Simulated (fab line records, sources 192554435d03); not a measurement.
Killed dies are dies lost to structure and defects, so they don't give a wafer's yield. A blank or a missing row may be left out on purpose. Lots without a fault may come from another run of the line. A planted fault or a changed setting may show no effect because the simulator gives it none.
Chamber matching | flow n5_finfet | N5_BEOL_M9_ILD_DEP_00 on pecvd-02: 3 sister chambers
The step deposits SiCOH lowk from DEMS/porogen, target thk 308.51 nm, time 58 s. 16 wafers are shown with their chamber, then 8 later ones without.

WAFERS WITH THEIR CHAMBER
wafer  | chamber | throttle_valve_pct (%) | heater_power_w (W) | showerhead_plenum_p_Torr (Torr)
L075.1 | 2       | 13.6                   | 250                | 5.700
L075.3 | 0       | 13.3                   | 306                | 5.738
L075.5 | 2       | 13.7                   | 255                | 5.720
L080.2 | 0       | 13.7                   | 310                | 5.751
L080.4 | 0       | 13.6                   | 320                | 5.740
L080.5 | 1       | 15.1                   | 403                | 5.712
L081.1 | 2       | 13.7                   | 266                | 5.725
L081.2 | 1       | 15.2                   | 384                | 5.720
L081.3 | 0       | 13.1                   | 282                | 5.739
L084.3 | 0       | 13.5                   | 275                | 5.746
L084.5 | 0       | 13.3                   | 288                | 5.761
L084.6 | 2       | 13.9                   | 222                | 5.724
L087.2 | 2       | 13.8                   | 266                | 5.709
L087.3 | 1       | 15.3                   | 329                | 5.701
L087.4 | 0       | 13.3                   | 323                | 5.752
L085.1 | 2       | 13.6                   | 261                | 5.713

SIGNATURES (means of the wafers above)
reading                  | chamber 0 | chamber 1 | chamber 2 | scatter within a chamber
throttle_valve_pct       | 13.400    | 15.200    | 13.717    | 0.164
heater_power_w           | 300.57    | 372.00    | 253.33    | 22.3
showerhead_plenum_p_Torr | 5.74671   | 5.71100   | 5.71517   | 0.00913
Rule: a wafer's distance from a chamber is the root of the sum, over the readings, of the square of ((its reading less the chamber's mean) divided by the reading's scatter). The wafer belongs to the nearest chamber; if the next one is less than 2 further off, it can't be placed. The scatter: the root of (the sum of the squares of (reading less its chamber's mean) over the shown wafers, divided by (wafers less chambers)).

WAFERS WITHOUT THEIR CHAMBER
wafer  | throttle_valve_pct (%) | heater_power_w (W) | showerhead_plenum_p_Torr (Torr)
L085.2 | 13.3                   | 314                | 5.747
L085.5 | 15.2                   | 395                | 5.708
L091.2 | 13.7                   | 278                | 5.726
L091.4 | 13.4                   | 270                | 5.760
L091.5 | 13.4                   | 228                | 5.716
L095.2 | 15.0                   | 323                | 5.690
L095.3 | 13.8                   | 268                | 5.745
L095.5 | 15.3                   | 354                | 5.706

WHICH CHAMBER EACH WENT THROUGH
wafer  | from the rows above     | in truth
L085.2 | 0                       | 0
L085.5 | 1                       | 1
L091.2 | can't be placed: 2 or 0 | 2
L091.4 | 0                       | 0
L091.5 | 2                       | 2
L095.2 | 1                       | 1
L095.3 | can't be placed: 0 or 2 | 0
L095.5 | 1                       | 1
Placed correctly: 6 of 8. Can't be placed from these rows: 2 (the true chamber is among the candidates in 2). Placed wrongly: 0.
